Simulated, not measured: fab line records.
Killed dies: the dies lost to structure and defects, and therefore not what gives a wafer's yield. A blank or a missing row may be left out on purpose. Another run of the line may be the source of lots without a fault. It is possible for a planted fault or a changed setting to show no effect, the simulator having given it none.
The tool behind it: which one?	flow n5-finfet	route of 1938 steps, sampled at 1 step: 24 lots, 72 wafers

WHAT THE GAUGES SHOWED, per wafer
N5_BEOL_M1_CD_MEAS_28: target cd y 23.3 nm. Usual: 23.98 nm for cd-nm, sd 0.23.
lot	measured	on	cd-nm (nm)	flag
L074	day 6 12:29	cd-sem-03	23.96 23.73 24.09	
L075	day 6 15:46	cd-sem-02	24.38 24.13 24.01	
L077	day 6 17:11	cd-sem-02	23.89 24.09 24.28	
L078	day 7 03:31	cd-sem-03	24.05 23.82 24.01	
L079	day 7 09:58	cd-sem-01	23.79 23.74 24.49	
L080	day 7 12:56	cd-sem-02	23.87 23.97 24.17	
L081	day 7 19:11	cd-sem-01	23.77 23.83 23.98	
L082	day 8 03:42	cd-sem-03	24.05 24.10 23.95	
L083	day 8 06:41	cd-sem-01	24.06 23.98 24.69	
L084	day 8 15:49	cd-sem-01	23.83 24.39 24.06	
L085	day 8 22:25	cd-sem-03	24.22 24.25 24.17	
L086	day 9 00:43	cd-sem-03	24.06 23.98 23.74	
L087	day 9 05:35	cd-sem-01	24.00 23.86 24.16	
L088	day 9 11:11	cd-sem-03	24.15 24.02 23.77	
L089	day 9 16:21	cd-sem-02	23.91 23.92 23.55	
L090	day 10 01:28	cd-sem-03	23.54 23.86 24.24	
L091	day 10 05:37	cd-sem-03	23.92 23.70 24.34	
L092	day 10 12:31	cd-sem-01	24.27 24.21 23.77	
L093	day 10 23:03	cd-sem-01	23.78 23.78 23.95	
L076	day 11 05:29	cd-sem-03	24.02 23.49 24.01	
L094	day 11 09:40	cd-sem-01	24.09 23.86 23.84	
L095	day 11 18:04	cd-sem-03	24.00 23.76 24.06	
L097	day 12 07:31	cd-sem-02	23.63 24.27 23.99	
L096	day 12 07:41	cd-sem-01	24.13 23.89 23.99	

WHAT TOOL EACH LOT RAN ON (gives the tool, then ch and the chambers of the sampled wafers, and finally the start)
There is no process step in the record ahead of these readings.

AS READ BY THE TOOLS THEMSELVES (means over the sampled wafers that have a number; for cases with no such wafer, the mark the record gives instead)
The record holds no such reading with a usual standard deviation.

THE ANSWER, worked out from the rows above alone
Rule: a lot is off if the mean of its wafers that have a number lies more than 3 standard deviations from the usual mean. A lot without any number at a reading at which 4 lots or more have one is off too. The other lots that the step has rows for count as sound. First the gauges in route order, then the tools' own readings, where a lot's mean is used as printed above. The first step at which some lot is off is used, and at that step the reading that is off furthest; a lot without a number counts as furthest.
Nothing can be told from this: no lot is off at any reading shown.

WHAT WAS PUT IN BY THE SIMULATOR
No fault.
